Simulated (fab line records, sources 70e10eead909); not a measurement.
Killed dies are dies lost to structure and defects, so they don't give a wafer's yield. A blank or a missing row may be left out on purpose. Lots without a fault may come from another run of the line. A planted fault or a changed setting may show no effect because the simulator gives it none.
A struck lot beside a sound one | flow nand_harc | 21 steps out of a route of 1302
Sound: wafers L765.2, L765.3, L765.5. Struck: wafers L777.3, L777.4, L777.5. The cause comes at the end.
At each step with rows: each side's tool, then ch and its chambers, then its first start. Under that, the readings that differ: sound wafers | struck wafers | difference of the means | sigmas: that difference in standard deviations of wafers without a fault.
alike: readings whose means differ by less than 2 such deviations, and words and numbers that are the same on both sides. not compared: withheld readings, readings that some wafer has no value for, bounds like >300 that may hide the same value, and numbers for which the record gives no deviation and whose values overlap.
The two part at a step that has a row with sigmas, a row that says differs or no value, or rows on one side only. Numbers that don't overlap but have no deviation are shown without sigmas and don't part them. A reading that every wafer of one side lacks parts them only if that side has two wafers or more.

NHARC_P_CONTACT_CVD_23: deposits W, target thk 200 nm, time 557 s.
  sound on cvd_w-01 ch 0; struck on cvd_w-02 ch 0,1
  alike: heater_power_w, throttle_valve_pct
NHARC_P_CONTACT_CMP_24: polishes, t overpolish 30 s, target thk 200 nm.
  sound on cmp-01 ch 1,2,3, day 6 03:13; struck on cmp-04 ch 2,3, day 10 21:27
  alike: motor_current_A, overpolish_run_s, time_to_endpoint_s
then, 1 step without rows for these wafers: NHARC_P_CONTACT_SRD_26.
NHARC_P_CONTACT_INSPECT_27:
  sound on defect_inspect-01, day 6 03:37; struck on defect_inspect-01, day 10 21:51
  alike: raw_defect_count
then, 7 steps without rows for these wafers: NHARC_P_M0_DEP_00 (deposits SiOC, target thk 150 nm); NHARC_P_M0_DEHYDRATE_01 (time 120 s); NHARC_P_M0_HMDS_02 (time 30 s); NHARC_P_M0_COAT_33 (time 65 s); NHARC_P_M0_COAT_03 (resist thk 90 nm); NHARC_P_M0_SOFTBAKE_04 (time 55 s); NHARC_P_M0_EBR_05.
NHARC_P_M0_EXPOSE_06: exposes mask P M0, target cd 90 nm.
  sound on arfi_scanner-01 ch 0, day 6 04:23; struck on arfi_scanner-03 ch 0, day 10 22:48
  reading              | sound             | struck               | difference | sigmas
  exposure_dose_mJ_cm2 | 81.33 81.26 81.24 | 102.22 102.17 102.35 | +20.97     | +99 or more
  alike: mask, focus_offset_nm
then, 2 steps without rows for these wafers: NHARC_P_M0_PEB_07 (peb time 65 s); NHARC_P_M0_DEVELOP_08 (develop time 35 s).
NHARC_P_M0_CD_MEAS_09: target cd 90 nm.
  sound on cd_sem-01 ch 0, day 6 04:31; struck on cd_sem-01 ch 0, day 10 22:56
  reading    | sound          | struck            | difference | sigmas
  cd_nm (nm) | 89.2 88.3 88.7 | 104.9 103.3 104.7 | +15.6      | +16
NHARC_P_M0_OVL_MEAS_10: pitch 180 nm.
  sound on overlay-01, day 6 04:37; struck on overlay-02, day 10 23:01
  alike: overlay_x_nm, overlay_y_nm
NHARC_P_M0_INSPECT_11:
  sound on defect_inspect-02, day 6 04:38; struck on defect_inspect-02, day 10 23:03
  alike: raw_defect_count
NHARC_P_M0_DESCUM_14: chemistry O2, time 3 s.
  sound on rie_diel-09 ch 0,1, day 6 04:42; struck on rie_diel-13 ch 1,3, day 10 23:07
  reading               | sound             | struck          | difference | sigmas
  model.P_M0.cd_nm (nm) | 89.23 88.98 89.16 | 104.8 103.7 105 | +15.4      |
  alike: drypump_motor_current_A, oes_product_au, rf_vpp_V, showerhead_plenum_p_Torr, throttle_valve_pct
  not compared: rf_hours_counter_h
NHARC_P_M0_ETCH_34: etches the open film in N2/H2, target depth 40 nm, overetch 12 nm, time 43.94 s.
  sound on rie_diel-02 ch 0,3, day 6 05:05; struck on rie_diel-13 ch 0,1,3, day 10 23:12
  alike: drypump_motor_current_A, oes_product_au, rf_vpp_V, showerhead_plenum_p_Torr, throttle_valve_pct
  not compared: rf_hours_counter_h
NHARC_P_M0_ETCH_15: etches the open film in C4F8/Ar, target depth 150 nm, overetch 15 nm, time 82.5 s.
  sound on rie_diel-02 ch 0,1,3; struck on rie_diel-13 ch 0,1,2
  reading               | sound             | struck            | difference | sigmas
  oes_product_au (a.u.) | 0.996 0.987 0.987 | 0.938 0.950 0.961 | -0.040     | -2
  model.P_M0.cd_nm (nm) | 88.87 88.84 88.97 | 104.4 103.9 104.8 | +15.5      |
  alike: rf_vpp_V
  not compared: rf_hours_counter_h
NHARC_P_M0_CD_MEAS_16:
  sound on cd_sem-03, day 6 05:19; struck on cd_sem-01, day 11 00:23
  reading    | sound          | struck            | difference | sigmas
  cd_nm (nm) | 89.2 88.7 89.1 | 104.5 104.0 104.8 | +15.4      | +13

WHERE THEY PART
First at NHARC_P_M0_EXPOSE_06; last, within this record, at NHARC_P_M0_CD_MEAS_16.

WHY: what the simulator had put in
Process parameter drift: arfi_scanner-03, from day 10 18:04 on, at NHARC_P_M0_EXPOSE_06. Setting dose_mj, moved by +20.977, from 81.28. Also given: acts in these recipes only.
